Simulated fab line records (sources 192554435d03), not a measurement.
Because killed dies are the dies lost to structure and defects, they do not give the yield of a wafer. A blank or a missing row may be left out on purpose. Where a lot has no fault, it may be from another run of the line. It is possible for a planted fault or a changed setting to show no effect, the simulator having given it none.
fab line records :: flow n5-finfet :: part 2 of 2: steps 20 to 26 of 26
record
  lots=5
  wafers=15
  last-day=16
route steps=1938 shown BEOL_M9@1419
lots with no fault: from the same line, run without faults
start-h: hours from the record's opening day to when the first of the lot's shown wafers began :: wait-h: hours from the lot's prior step to this one :: " same as the row above :: L1.1+2: a row that stands for several wafers :: - either no value or no given start :: * or withheld: withheld :: < > ~ a bound
route shown NAME@n: a module of which the file shows steps, and the number in the route of the first :: usual: the fault-free wafers' mean and standard deviation :: same: alike in all rows :: chamber/n: place in a boat :: sites: each site's reading :: _std_site: their standard deviation :: _edge_site: inner sites' mean taken away from outer sites' mean :: radius-mm: for every site, how far away it sits from the centre of the wafer :: mask NAME#n: copy n :: behind: the last tool/chamber to shape the wafer :: hold: reason for holding the lot/hours on hold/outcome of the hold :: device: which transistor (n, p or np) failed to switch :: end of line: tests run on the same wafers once the route is complete :: for a step that has no rows: nothing shown but its recipe :: killed: not the wafer's yield, but the dies lost to structure and defects at the first sort :: map: a wafer's dies, marking killed ones x, the rest . and places with no die _
set.NAME: the run value of the setting; set.NAME@STEP: its run value at that earlier step :: model.NAME: the simulator's own value behind a step, which no gauge read
lots seen at some steps along the route; tables by step, rows by wafer
services: when a tool's chamber went out of use (start-h, in hours from the record's first day, below 0 if earlier), for how many hours, and the reason
## steps
# step N5_BEOL_M9_ETCH_76
# recipe
  chemistry=N2/H2
  target=underlayer
  target-depth-a=65
  mask-material=CAR-EUV
  time-s=5.2
  ion-energy-ev=200
  pressure-mtorr=30
  source-w=840
  bias-w=150
  n2-flow-sccm=200
  h2-flow-sccm=200
  ends=cleared
# usual
  drypump-motor-current-A=5.7/0.37
  etch-rf-on-time-s=5.22/0.11
  oes-product-au=0.67/0.067
  rf-vpp-V=524.2/2.9
  showerhead-plenum-p-Torr=2.55/0.093
  throttle-valve-pct=17.75/0.28
lot.wafer: L082.2
tool: rie-diel-01
chamber: 2
start-h: 251.23
wait-h: 0.0
drypump-motor-current-A: 6.1
etch-rf-on-time-s: 5.08
oes-product-au: 0.59
rf-hours-counter-h: 240
rf-vpp-V: 518.0
showerhead-plenum-p-Torr: 2.40
throttle-valve-pct: 17.98

lot.wafer: L082.3
tool: rie-diel-01
chamber: 1
start-h: 251.23
wait-h: 0.0
drypump-motor-current-A: 5.9
etch-rf-on-time-s: 5.08
oes-product-au: 0.61
rf-hours-counter-h: 217
rf-vpp-V: 523.2
showerhead-plenum-p-Torr: 2.51
throttle-valve-pct: 17.67

lot.wafer: L082.6
tool: rie-diel-01
chamber: 3
start-h: 251.23
wait-h: 0.0
drypump-motor-current-A: 6.3
etch-rf-on-time-s: 5.30
oes-product-au: 0.72
rf-hours-counter-h: -
rf-vpp-V: 521.0
showerhead-plenum-p-Torr: 2.47
throttle-valve-pct: 17.54

lot.wafer: L086.3
tool: rie-diel-03
chamber: 1
start-h: 287.78
wait-h: 0.0
drypump-motor-current-A: 6.0
etch-rf-on-time-s: 5.42
oes-product-au: 0.64
rf-hours-counter-h: 116
rf-vpp-V: 528.6
showerhead-plenum-p-Torr: 2.67
throttle-valve-pct: 17.40

lot.wafer: L086.5
tool: rie-diel-03
chamber: 0
start-h: 287.78
wait-h: 0.0
drypump-motor-current-A: 5.2
etch-rf-on-time-s: 5.24
oes-product-au: 0.67
rf-hours-counter-h: -
rf-vpp-V: 526.3
showerhead-plenum-p-Torr: 2.68
throttle-valve-pct: 17.59

lot.wafer: L086.6
tool: rie-diel-03
chamber: 3
start-h: 287.78
wait-h: 0.0
drypump-motor-current-A: 5.9
etch-rf-on-time-s: 5.07
oes-product-au: 0.79
rf-hours-counter-h: -
rf-vpp-V: 527.1
showerhead-plenum-p-Torr: 2.63
throttle-valve-pct: 18.22

lot.wafer: L088.1
tool: rie-diel-06
chamber: 1
start-h: 293.38
wait-h: 0.0
drypump-motor-current-A: 5.9
etch-rf-on-time-s: 5.14
oes-product-au: 0.70
rf-hours-counter-h: 75
rf-vpp-V: 524.8
showerhead-plenum-p-Torr: 2.56
throttle-valve-pct: 17.35

lot.wafer: L088.3
tool: rie-diel-06
chamber: 3
start-h: 293.38
wait-h: 0.0
drypump-motor-current-A: 5.3
etch-rf-on-time-s: 5.14
oes-product-au: 0.68
rf-hours-counter-h: 100
rf-vpp-V: 529.5
showerhead-plenum-p-Torr: 2.66
throttle-valve-pct: 17.86

lot.wafer: L088.4
tool: rie-diel-06
chamber: 2
start-h: 293.38
wait-h: 0.0
drypump-motor-current-A: 5.2
etch-rf-on-time-s: 5.27
oes-product-au: 0.59
rf-hours-counter-h: 246
rf-vpp-V: 521.8
showerhead-plenum-p-Torr: 2.51
throttle-valve-pct: 18.24

lot.wafer: L090.1
tool: rie-diel-06
chamber: 2
start-h: 293.81
wait-h: 0.0
drypump-motor-current-A: 5.2
etch-rf-on-time-s: 5.31
oes-product-au: 0.58
rf-hours-counter-h: 247
rf-vpp-V: 523.2
showerhead-plenum-p-Torr: 2.51
throttle-valve-pct: 18.28

lot.wafer: L090.5
tool: rie-diel-06
chamber: 3
start-h: 293.81
wait-h: 0.0
drypump-motor-current-A: 5.3
etch-rf-on-time-s: 5.20
oes-product-au: 0.68
rf-hours-counter-h: -
rf-vpp-V: 526.2
showerhead-plenum-p-Torr: 2.66
throttle-valve-pct: 17.83

lot.wafer: L090.6
tool: rie-diel-06
chamber: 2
start-h: 293.81
wait-h: 0.0
drypump-motor-current-A: 5.2
etch-rf-on-time-s: 5.26
oes-product-au: 0.58
rf-hours-counter-h: -
rf-vpp-V: 520.9
showerhead-plenum-p-Torr: 2.51
throttle-valve-pct: 18.26

lot.wafer: L091.2
tool: rie-diel-06
chamber: 3
start-h: 310.95
wait-h: 0.0
drypump-motor-current-A: 5.3
etch-rf-on-time-s: 5.18
oes-product-au: 0.68
rf-hours-counter-h: 106
rf-vpp-V: 527.6
showerhead-plenum-p-Torr: 2.65
throttle-valve-pct: 17.87

lot.wafer: L091.5
tool: rie-diel-06
chamber: 3
start-h: 310.95
wait-h: 0.0
drypump-motor-current-A: 5.3
etch-rf-on-time-s: 5.23
oes-product-au: 0.68
rf-hours-counter-h: -
rf-vpp-V: 527.5
showerhead-plenum-p-Torr: 2.65
throttle-valve-pct: 17.83

lot.wafer: L091.6
tool: rie-diel-06
chamber: 1
start-h: 310.95
wait-h: 0.0
drypump-motor-current-A: 5.9
etch-rf-on-time-s: 5.23
oes-product-au: 0.69
rf-hours-counter-h: -
rf-vpp-V: 522.1
showerhead-plenum-p-Torr: 2.56
throttle-valve-pct: 17.35
# step N5_BEOL_M9_ETCH_65
# recipe
  chemistry=CF4
  target=SiARC
  target-depth-a=156
  mask-material=CAR-EUV
  time-s=26
  ion-energy-ev=80
  pressure-mtorr=40
  source-w=545
  bias-w=36
  Ar_flow_sccm=100
  cf4-flow-sccm=100
  ends=cleared
# usual
  drypump-motor-current-A=5.7/0.36
  etch-rf-on-time-s=26.1/0.53
  oes-product-au=0.68/0.068
  rf-vpp-V=184.2/1.2
  showerhead-plenum-p-Torr=2.15/0.075
  throttle-valve-pct=15.54/0.25
lot.wafer: L082.2
tool: rie-diel-01
chamber: 2
start-h: 251.25
wait-h: 0.0
drypump-motor-current-A: 6.1
etch-rf-on-time-s: 25.0
oes-product-au: 0.60
rf-hours-counter-h: 240
rf-vpp-V: 183.5
showerhead-plenum-p-Torr: 2.03
throttle-valve-pct: 15.82

lot.wafer: L082.3
tool: rie-diel-01
chamber: 1
start-h: 251.25
wait-h: 0.0
drypump-motor-current-A: 5.9
etch-rf-on-time-s: 25.5
oes-product-au: 0.61
rf-hours-counter-h: 217
rf-vpp-V: 184.0
showerhead-plenum-p-Torr: 2.13
throttle-valve-pct: 15.60

lot.wafer: L082.6
tool: rie-diel-01
chamber: 3
start-h: 251.25
wait-h: 0.0
drypump-motor-current-A: 6.2
etch-rf-on-time-s: 26.7
oes-product-au: 0.72
rf-hours-counter-h: -
rf-vpp-V: 183.4
showerhead-plenum-p-Torr: 2.09
throttle-valve-pct: 15.42

lot.wafer: L086.3
tool: rie-diel-03
chamber: 1
start-h: 287.80
wait-h: 0.0
drypump-motor-current-A: 6.0
etch-rf-on-time-s: 27.3
oes-product-au: 0.64
rf-hours-counter-h: 116
rf-vpp-V: 184.5
showerhead-plenum-p-Torr: 2.24
throttle-valve-pct: 15.27

lot.wafer: L086.5
tool: rie-diel-03
chamber: 0
start-h: 287.80
wait-h: 0.0
drypump-motor-current-A: 5.2
etch-rf-on-time-s: 26.2
oes-product-au: 0.67
rf-hours-counter-h: -
rf-vpp-V: 185.4
showerhead-plenum-p-Torr: 2.26
throttle-valve-pct: 15.30

lot.wafer: L086.6
tool: rie-diel-03
chamber: 3
start-h: 287.80
wait-h: 0.0
drypump-motor-current-A: 5.9
etch-rf-on-time-s: 25.4
oes-product-au: 0.79
rf-hours-counter-h: -
rf-vpp-V: 183.7
showerhead-plenum-p-Torr: 2.19
throttle-valve-pct: 15.57

lot.wafer: L088.1
tool: rie-diel-06
chamber: 1
start-h: 293.40
wait-h: 0.0
drypump-motor-current-A: 5.9
etch-rf-on-time-s: 25.5
oes-product-au: 0.72
rf-hours-counter-h: 75
rf-vpp-V: 182.7
showerhead-plenum-p-Torr: 2.16
throttle-valve-pct: 15.14

lot.wafer: L088.3
tool: rie-diel-06
chamber: 3
start-h: 293.40
wait-h: 0.0
drypump-motor-current-A: 5.3
etch-rf-on-time-s: 25.8
oes-product-au: 0.69
rf-hours-counter-h: 100
rf-vpp-V: 185.9
showerhead-plenum-p-Torr: 2.26
throttle-valve-pct: 15.71

lot.wafer: L088.4
tool: rie-diel-06
chamber: 2
start-h: 293.40
wait-h: 0.0
drypump-motor-current-A: 5.2
etch-rf-on-time-s: 26.6
oes-product-au: 0.58
rf-hours-counter-h: 246
rf-vpp-V: 183.5
showerhead-plenum-p-Torr: 2.13
throttle-valve-pct: 16.09

lot.wafer: L090.1
tool: rie-diel-06
chamber: 2
start-h: 293.83
wait-h: 0.0
drypump-motor-current-A: 5.2
etch-rf-on-time-s: 26.2
oes-product-au: 0.59
rf-hours-counter-h: 247
rf-vpp-V: 183.6
showerhead-plenum-p-Torr: 2.13
throttle-valve-pct: 16.09

lot.wafer: L090.5
tool: rie-diel-06
chamber: 3
start-h: 293.83
wait-h: 0.0
drypump-motor-current-A: 5.3
etch-rf-on-time-s: 26.0
oes-product-au: 0.69
rf-hours-counter-h: -
rf-vpp-V: 184.0
showerhead-plenum-p-Torr: 2.26
throttle-valve-pct: 15.73

lot.wafer: L090.6
tool: rie-diel-06
chamber: 2
start-h: 293.83
wait-h: 0.0
drypump-motor-current-A: 5.2
etch-rf-on-time-s: 26.3
oes-product-au: 0.58
rf-hours-counter-h: -
rf-vpp-V: 184.5
showerhead-plenum-p-Torr: 2.13
throttle-valve-pct: 16.08

lot.wafer: L091.2
tool: rie-diel-06
chamber: 3
start-h: 310.97
wait-h: 0.0
drypump-motor-current-A: 5.3
etch-rf-on-time-s: 26.1
oes-product-au: 0.68
rf-hours-counter-h: 106
rf-vpp-V: 185.1
showerhead-plenum-p-Torr: 2.25
throttle-valve-pct: 15.74

lot.wafer: L091.5
tool: rie-diel-06
chamber: 3
start-h: 310.97
wait-h: 0.0
drypump-motor-current-A: 5.3
etch-rf-on-time-s: 26.1
oes-product-au: 0.68
rf-hours-counter-h: -
rf-vpp-V: 185.3
showerhead-plenum-p-Torr: 2.25
throttle-valve-pct: 15.72

lot.wafer: L091.6
tool: rie-diel-06
chamber: 1
start-h: 310.97
wait-h: 0.0
drypump-motor-current-A: 5.9
etch-rf-on-time-s: 25.9
oes-product-au: 0.71
rf-hours-counter-h: -
rf-vpp-V: 184.4
showerhead-plenum-p-Torr: 2.16
throttle-valve-pct: 15.16
# step N5_BEOL_M9_ETCH_66
# recipe
  chemistry=N2/H2
  target=SOC
  target-depth-a=800
  overetch-a=160
  mask-material=SiARC
  temp-c=40
  time-s=120
  ion-energy-ev=200
  pressure-mtorr=30
  source-w=840
  bias-w=150
  n2-flow-sccm=200
  h2-flow-sccm=200
# usual
  drypump-motor-current-A=5.7/0.37
  oes-product-au=0.61/0.058
  rf-vpp-V=524.1/2.7
  showerhead-plenum-p-Torr=2.55/0.093
  temp-c=40.01/0.12
  throttle-valve-pct=17.70/0.28
lot.wafer: L082.2
tool: rie-diel-01
chamber: 2
start-h: 251.28
wait-h: 0.0
drypump-motor-current-A: 6.1
oes-product-au: 0.52
rf-hours-counter-h: 241
rf-vpp-V: 521.3
showerhead-plenum-p-Torr: 2.40
temp-c: 40.00
throttle-valve-pct: 17.93

lot.wafer: L082.3
tool: rie-diel-01
chamber: 1
start-h: 251.28
wait-h: 0.0
drypump-motor-current-A: 5.8
oes-product-au: 0.54
rf-hours-counter-h: 217
rf-vpp-V: 523.5
showerhead-plenum-p-Torr: 2.51
temp-c: 39.94
throttle-valve-pct: 17.64

lot.wafer: L082.6
tool: rie-diel-01
chamber: 3
start-h: 251.28
wait-h: 0.0
drypump-motor-current-A: 6.2
oes-product-au: 0.66
rf-hours-counter-h: -
rf-vpp-V: 522.3
showerhead-plenum-p-Torr: 2.47
temp-c: 40.14
throttle-valve-pct: 17.51

lot.wafer: L086.3
tool: rie-diel-03
chamber: 1
start-h: 287.82
wait-h: 0.0
drypump-motor-current-A: 6.0
oes-product-au: 0.59
rf-hours-counter-h: 116
rf-vpp-V: 527.6
showerhead-plenum-p-Torr: 2.67
temp-c: 39.96
throttle-valve-pct: 17.39

lot.wafer: L086.5
tool: rie-diel-03
chamber: 0
start-h: 287.82
wait-h: 0.0
drypump-motor-current-A: 5.2
oes-product-au: 0.61
rf-hours-counter-h: -
rf-vpp-V: 527.3
showerhead-plenum-p-Torr: 2.68
temp-c: 40.13
throttle-valve-pct: 17.55

lot.wafer: L086.6
tool: rie-diel-03
chamber: 3
start-h: 287.82
wait-h: 0.0
drypump-motor-current-A: 5.8
oes-product-au: 0.71
rf-hours-counter-h: -
rf-vpp-V: 525.0
showerhead-plenum-p-Torr: 2.63
temp-c: 39.93
throttle-valve-pct: 18.17

lot.wafer: L088.1
tool: rie-diel-06
chamber: 1
start-h: 293.43
wait-h: 0.0
drypump-motor-current-A: 5.9
oes-product-au: 0.62
rf-hours-counter-h: 75
rf-vpp-V: 525.4
showerhead-plenum-p-Torr: 2.56
temp-c: 39.94
throttle-valve-pct: 17.32

lot.wafer: L088.3
tool: rie-diel-06
chamber: 3
start-h: 293.43
wait-h: 0.0
drypump-motor-current-A: 5.3
oes-product-au: 0.61
rf-hours-counter-h: 100
rf-vpp-V: 528.3
showerhead-plenum-p-Torr: 2.66
temp-c: 40.21
throttle-valve-pct: 17.80

lot.wafer: L088.4
tool: rie-diel-06
chamber: 2
start-h: 293.43
wait-h: 0.0
drypump-motor-current-A: 5.2
oes-product-au: 0.53
rf-hours-counter-h: 247
rf-vpp-V: 520.9
showerhead-plenum-p-Torr: 2.51
temp-c: 39.96
throttle-valve-pct: 18.22

lot.wafer: L090.1
tool: rie-diel-06
chamber: 2
start-h: 293.85
wait-h: 0.0
drypump-motor-current-A: 5.2
oes-product-au: 0.53
rf-hours-counter-h: 247
rf-vpp-V: 522.7
showerhead-plenum-p-Torr: 2.51
temp-c: 39.90
throttle-valve-pct: 18.22

lot.wafer: L090.5
tool: rie-diel-06
chamber: 3
start-h: 293.85
wait-h: 0.0
drypump-motor-current-A: 5.3
oes-product-au: 0.61
rf-hours-counter-h: -
rf-vpp-V: 526.7
showerhead-plenum-p-Torr: 2.66
temp-c: 39.98
throttle-valve-pct: 17.80

lot.wafer: L090.6
tool: rie-diel-06
chamber: 2
start-h: 293.85
wait-h: 0.0
drypump-motor-current-A: 5.2
oes-product-au: 0.52
rf-hours-counter-h: -
rf-vpp-V: 522.9
showerhead-plenum-p-Torr: 2.51
temp-c: 39.89
throttle-valve-pct: 18.24

lot.wafer: L091.2
tool: rie-diel-06
chamber: 3
start-h: 311.00
wait-h: 0.0
drypump-motor-current-A: 5.3
oes-product-au: 0.62
rf-hours-counter-h: 106
rf-vpp-V: 527.5
showerhead-plenum-p-Torr: 2.65
temp-c: 39.95
throttle-valve-pct: 17.82

lot.wafer: L091.5
tool: rie-diel-06
chamber: 3
start-h: 311.00
wait-h: 0.0
drypump-motor-current-A: 5.3
oes-product-au: 0.61
rf-hours-counter-h: -
rf-vpp-V: 528.0
showerhead-plenum-p-Torr: 2.65
temp-c: 39.76
throttle-valve-pct: 17.80

lot.wafer: L091.6
tool: rie-diel-06
chamber: 1
start-h: 311.00
wait-h: 0.0
drypump-motor-current-A: 5.9
oes-product-au: 0.63
rf-hours-counter-h: -
rf-vpp-V: 524.8
showerhead-plenum-p-Torr: 2.56
temp-c: 40.04
throttle-valve-pct: 17.29
# step N5_BEOL_M9_STRIP_69
# recipe
  chemistry=N2/H2
  temp-c=40
  n2-flow-sccm=200
  h2-flow-sccm=200
  rf-frequency-hz=6e+07
lot.wafer: L082.2+3+6
tool: rie-diel-01
chamber: 2,1,3
start-h: 251.36
wait-h: 0.0

lot.wafer: L086.3+5+6
tool: rie-diel-03
chamber: 1,0,3
start-h: 287.90
wait-h: 0.0

lot.wafer: L088.1+3+4
tool: rie-diel-06
chamber: 1,3,2
start-h: 293.51
wait-h: 0.0

lot.wafer: L090.1+5+6
tool: rie-diel-06
chamber: 2,3,2
start-h: 293.93
wait-h: 0.0

lot.wafer: L091.2+5+6
tool: rie-diel-06
chamber: 3,3,1
start-h: 311.08
wait-h: 0.0
# step N5_BEOL_M9_STRIP_77
# recipe
  chemistry=N2/H2
  temp-c=40
  n2-flow-sccm=200
  h2-flow-sccm=200
  rf-frequency-hz=6e+07
lot.wafer: L082.2+3+6
tool: rie-diel-01
chamber: 2,1,3
start-h: 251.37
wait-h: 0.0

lot.wafer: L086.3+5+6
tool: rie-diel-03
chamber: 1,0,3
start-h: 287.91
wait-h: 0.0

lot.wafer: L088.1+3+4
tool: rie-diel-06
chamber: 1,3,2
start-h: 293.52
wait-h: 0.0

lot.wafer: L090.1+5+6
tool: rie-diel-06
chamber: 2,3,2
start-h: 293.94
wait-h: 0.0

lot.wafer: L091.2+5+6
tool: rie-diel-06
chamber: 3,3,1
start-h: 311.09
wait-h: 0.0
# step N5_BEOL_M9_VIA_ETCH_34
# recipe
  chemistry=C4F6/O2
  target=SiCOH_lowk
  target-depth-a=1824
  mask-material=SOC
  taper-deg=4
  time-s=68.4
  ion-energy-ev=250
  pressure-mtorr=30
  source-w=345
  bias-w=185
  Ar_flow_sccm=300
  C4F6_flow_sccm=10
  O2_flow_sccm=10
# usual
  drypump-motor-current-A=5.7/0.37
  oes-product-au=0.79/0.08
  rf-vpp-V=662/11
  showerhead-plenum-p-Torr=2.85/0.1
  throttle-valve-pct=20.76/0.27
lot.wafer: L082.2
tool: rie-diel-01
chamber: 2
start-h: 251.38
wait-h: 0.0
drypump-motor-current-A: 6.1
oes-product-au: 0.69
rf-hours-counter-h: 241
rf-vpp-V: 652
showerhead-plenum-p-Torr: 2.67
throttle-valve-pct: 20.89

lot.wafer: L082.3
tool: rie-diel-01
chamber: 1
start-h: 251.38
wait-h: 0.0
drypump-motor-current-A: 5.9
oes-product-au: 0.70
rf-hours-counter-h: 217
rf-vpp-V: 666
showerhead-plenum-p-Torr: 2.83
throttle-valve-pct: 20.84

lot.wafer: L082.6
tool: rie-diel-01
chamber: 3
start-h: 251.38
wait-h: 0.0
drypump-motor-current-A: 6.3
oes-product-au: 0.86
rf-hours-counter-h: -
rf-vpp-V: 686
showerhead-plenum-p-Torr: 2.77
throttle-valve-pct: 20.67

lot.wafer: L086.3
tool: rie-diel-03
chamber: 1
start-h: 287.92
wait-h: 0.0
drypump-motor-current-A: 6.0
oes-product-au: 0.76
rf-hours-counter-h: 117
rf-vpp-V: 660
showerhead-plenum-p-Torr: 2.96
throttle-valve-pct: 20.40

lot.wafer: L086.5
tool: rie-diel-03
chamber: 0
start-h: 287.92
wait-h: 0.0
drypump-motor-current-A: 5.2
oes-product-au: 0.79
rf-hours-counter-h: -
rf-vpp-V: 664
showerhead-plenum-p-Torr: 3.01
throttle-valve-pct: 20.68

lot.wafer: L086.6
tool: rie-diel-03
chamber: 3
start-h: 287.92
wait-h: 0.0
drypump-motor-current-A: 5.8
oes-product-au: 0.91
rf-hours-counter-h: -
rf-vpp-V: 666
showerhead-plenum-p-Torr: 2.91
throttle-valve-pct: 21.00

lot.wafer: L088.1
tool: rie-diel-06
chamber: 1
start-h: 293.53
wait-h: 0.0
drypump-motor-current-A: 5.9
oes-product-au: 0.83
rf-hours-counter-h: 75
rf-vpp-V: 665
showerhead-plenum-p-Torr: 2.86
throttle-valve-pct: 20.36

lot.wafer: L088.3
tool: rie-diel-06
chamber: 3
start-h: 293.53
wait-h: 0.0
drypump-motor-current-A: 5.3
oes-product-au: 0.81
rf-hours-counter-h: 100
rf-vpp-V: 674
showerhead-plenum-p-Torr: 2.99
throttle-valve-pct: 21.00

lot.wafer: L088.4
tool: rie-diel-06
chamber: 2
start-h: 293.53
wait-h: 0.0
drypump-motor-current-A: 5.2
oes-product-au: 0.69
rf-hours-counter-h: 247
rf-vpp-V: 655
showerhead-plenum-p-Torr: 2.82
throttle-valve-pct: 21.34

lot.wafer: L090.1
tool: rie-diel-06
chamber: 2
start-h: 293.95
wait-h: 0.0
drypump-motor-current-A: 5.2
oes-product-au: 0.68
rf-hours-counter-h: 247
rf-vpp-V: 658
showerhead-plenum-p-Torr: 2.82
throttle-valve-pct: 21.34

lot.wafer: L090.5
tool: rie-diel-06
chamber: 3
start-h: 293.95
wait-h: 0.0
drypump-motor-current-A: 5.3
oes-product-au: 0.81
rf-hours-counter-h: -
rf-vpp-V: 674
showerhead-plenum-p-Torr: 2.99
throttle-valve-pct: 20.99

lot.wafer: L090.6
tool: rie-diel-06
chamber: 2
start-h: 293.95
wait-h: 0.0
drypump-motor-current-A: 5.2
oes-product-au: 0.69
rf-hours-counter-h: -
rf-vpp-V: 657
showerhead-plenum-p-Torr: 2.82
throttle-valve-pct: 21.35

lot.wafer: L091.2
tool: rie-diel-06
chamber: 3
start-h: 311.10
wait-h: 0.0
drypump-motor-current-A: 5.3
oes-product-au: 0.80
rf-hours-counter-h: 106
rf-vpp-V: 673
showerhead-plenum-p-Torr: 2.98
throttle-valve-pct: 21.00

lot.wafer: L091.5
tool: rie-diel-06
chamber: 3
start-h: 311.10
wait-h: 0.0
drypump-motor-current-A: 5.3
oes-product-au: 0.80
rf-hours-counter-h: -
rf-vpp-V: 673
showerhead-plenum-p-Torr: 2.98
throttle-valve-pct: 20.99

lot.wafer: L091.6
tool: rie-diel-06
chamber: 1
start-h: 311.10
wait-h: 0.0
drypump-motor-current-A: 5.9
oes-product-au: 0.82
rf-hours-counter-h: -
rf-vpp-V: 664
showerhead-plenum-p-Torr: 2.86
throttle-valve-pct: 20.36
# step N5_BEOL_M9_STRIP_73
# recipe
  chemistry=C4F6/O2
  resist=SiARC
  rf-frequency-hz=6e+07
lot.wafer: L082.2+3+6
tool: rie-diel-01
chamber: 2,1,3
start-h: 251.43
wait-h: 0.0

lot.wafer: L086.3+5+6
tool: rie-diel-03
chamber: 1,0,3
start-h: 287.98
wait-h: 0.0

lot.wafer: L088.1+3+4
tool: rie-diel-06
chamber: 1,3,2
start-h: 293.58
wait-h: 0.0

lot.wafer: L090.1+5+6
tool: rie-diel-06
chamber: 2,3,2
start-h: 294.01
wait-h: 0.0

lot.wafer: L091.2+5+6
tool: rie-diel-06
chamber: 3,3,1
start-h: 311.15
wait-h: 0.0
## services
tool: rie-diel-03
chamber: 3
start-h: 231.56
hours: -
kind: clean

tool: rie-diel-03
chamber: 3
start-h: 231.56
hours: -
kind: consumable-replace:focus-ring

tool: rie-diel-03
chamber: 3
start-h: 231.56
hours: 15.0
kind: scheduled-down

tool: rie-diel-03
chamber: 3
start-h: 231.56
hours: 15.0
kind: vent-cycle

tool: litho-track-01
chamber: -
start-h: 235.54
hours: -
kind: consumable-replace:filter

tool: euv-scanner-02
chamber: -
start-h: 240.17
hours: 4.6
kind: pm

tool: rie-metal-03
chamber: -
start-h: 245.41
hours: 2.8
kind: pm

tool: rie-diel-06
chamber: 3
start-h: 248.87
hours: 4.0
kind: repair

tool: euv-scanner-01
chamber: -
start-h: 257.82
hours: 1.0
kind: pm

tool: euv-scanner-02
chamber: -
start-h: 266.60
hours: 1.0
kind: pm

tool: rie-diel-01
chamber: 1
start-h: 271.31
hours: 18.5
kind: repair

tool: euv-scanner-02
chamber: -
start-h: 278.17
hours: 1.6
kind: repair

tool: rie-diel-01
chamber: 2
start-h: 282.41
hours: 8.8
kind: repair

tool: euv-scanner-01
chamber: -
start-h: 286.79
hours: 4.6
kind: pm

tool: rie-diel-01
chamber: 2
start-h: 291.30
hours: -
kind: clean

tool: rie-diel-01
chamber: 2
start-h: 291.30
hours: -
kind: consumable-replace:focus-ring

tool: rie-diel-01
chamber: 2
start-h: 291.30
hours: -
kind: consumable-replace:showerhead

tool: rie-diel-01
chamber: 2
start-h: 291.30
hours: 21.6
kind: scheduled-down

tool: rie-diel-01
chamber: 2
start-h: 291.30
hours: 21.6
kind: vent-cycle

tool: rie-diel-06
chamber: 2
start-h: 303.58
hours: -
kind: clean

tool: rie-diel-06
chamber: 2
start-h: 303.58
hours: -
kind: consumable-replace:focus-ring

tool: rie-diel-06
chamber: 2
start-h: 303.58
hours: 16.4
kind: scheduled-down

tool: rie-diel-06
chamber: 2
start-h: 303.58
hours: 16.4
kind: vent-cycle

tool: rie-metal-03
chamber: 1
start-h: 308.49
hours: 1.2
kind: repair
